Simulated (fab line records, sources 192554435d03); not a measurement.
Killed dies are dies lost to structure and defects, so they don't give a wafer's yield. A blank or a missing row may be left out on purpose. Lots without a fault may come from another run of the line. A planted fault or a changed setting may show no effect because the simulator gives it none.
A struck lot beside a sound one | flow n5_finfet | 14 steps out of a route of 1938
Sound: wafers L528.2, L528.3, L528.6. Struck: wafer L544.3. (L544.1, L544.6 of the same lot were not struck and are left out.) The cause comes at the end.
At each step with rows: each side's tool, then ch and its chambers, then its first start. Under that, the readings that differ: sound wafers | struck wafers | difference of the means | sigmas: that difference in standard deviations of wafers without a fault.
alike: readings whose means differ by less than 2 such deviations, and words and numbers that are the same on both sides. not compared: withheld readings, readings that some wafer has no value for, bounds like >300 that may hide the same value, and numbers for which the record gives no deviation and whose values overlap.
The two part at a step that has a row with sigmas, a row that says differs or no value, or rows on one side only. Numbers that don't overlap but have no deviation are shown without sigmas and don't part them. A reading that every wafer of one side lacks parts them only if that side has two wafers or more.

N5_BEOL_M13_ETCH_67: etches SiARC in CF4, target depth 143 nm, time 238.3 s.
  sound on rie_diel-01 ch 1,2,3, day 10 22:40; struck on rie_diel-01 ch 3, day 15 08:42
  alike: drypump_motor_current_A, etch_rf_on_time_s, oes_product_au, rf_vpp_V, showerhead_plenum_p_Torr, throttle_valve_pct
  not compared: rf_hours_counter_h
then, 2 steps without rows for these wafers: N5_BEOL_M13_ETCH_68 (etches SOC in N2/H2, time 355 s); N5_BEOL_M13_STRIP_69 (strips in N2/H2).
N5_BEOL_M13_TRENCH_ETCH_34: etches SiOC in C4F8/O2/Ar, target depth 413.47 nm, time 162.6 s.
  sound on rie_diel-01 ch 1,2,3, day 10 23:02; struck on rie_diel-01 ch 3, day 15 09:04
  alike: drypump_motor_current_A, oes_product_au, rf_vpp_V, showerhead_plenum_p_Torr, throttle_valve_pct
  not compared: rf_hours_counter_h
then, 1 step without rows for these wafers: N5_BEOL_M13_STRIP_70 (strips in C4F8/O2/Ar).
N5_BEOL_M13_OCD_MEAS_35:
  sound on ocd-02, day 10 23:13; struck on ocd-02, day 15 09:14
  alike: trench_depth_nm
N5_BEOL_M13_STRIP_37: strips in N2/H2.
  sound on plasma_asher-01 ch 0,1, day 10 23:15; struck on plasma_asher-01 ch 1, day 15 09:17
  alike: drypump_motor_current_A, heater_power_w, oes_product_au
  not compared: rf_hours_counter_h
N5_BEOL_M13_ETCH_38: etches SiCN in CF4/N2, target depth 67.5 nm, time 71.9 s.
  sound on rie_diel-03 ch 0,1,2, day 11 05:59; struck on rie_diel-01 ch 1, day 15 10:32
  alike: drypump_motor_current_A, oes_product_au, rf_vpp_V, showerhead_plenum_p_Torr, throttle_valve_pct
  not compared: rf_hours_counter_h
then, 3 steps without rows for these wafers: N5_BEOL_M13_PRECLEAN_39 (cleans in residue remover, time 60 s); N5_BEOL_M13_SRD_40 (time 30 s, dry time 30 s); N5_BEOL_M13_DEGAS_41 (time 60 s).
N5_BEOL_M13_PRE_CLEAN_42: time 30 s.
  sound on pvd_sputter-01, day 11 06:35; struck on pvd_sputter-01, day 15 11:23
  alike: heater_power_w
N5_BEOL_M13_SPUTTER_43: material TaN, target thk 15 nm, time 24.19 s.
  sound on pvd_sputter-01, day 11 06:37; struck on pvd_sputter-01, day 15 11:25
  reading                                      | sound        | struck | difference | sigmas
  model.TaN_of_BEOL_M13_SPUTTER_43.thk_nm (nm) | 15 14.8 14.8 | 14.6   | -0.3       |
  alike: throttle_valve_pct
then, 1 step without rows for these wafers: N5_BEOL_M13_SPUTTER_44 (material Ta, target thk 10 nm, time 16.13 s).

WHERE THEY PART
Nowhere in this record.

WHY: what the simulator had put in
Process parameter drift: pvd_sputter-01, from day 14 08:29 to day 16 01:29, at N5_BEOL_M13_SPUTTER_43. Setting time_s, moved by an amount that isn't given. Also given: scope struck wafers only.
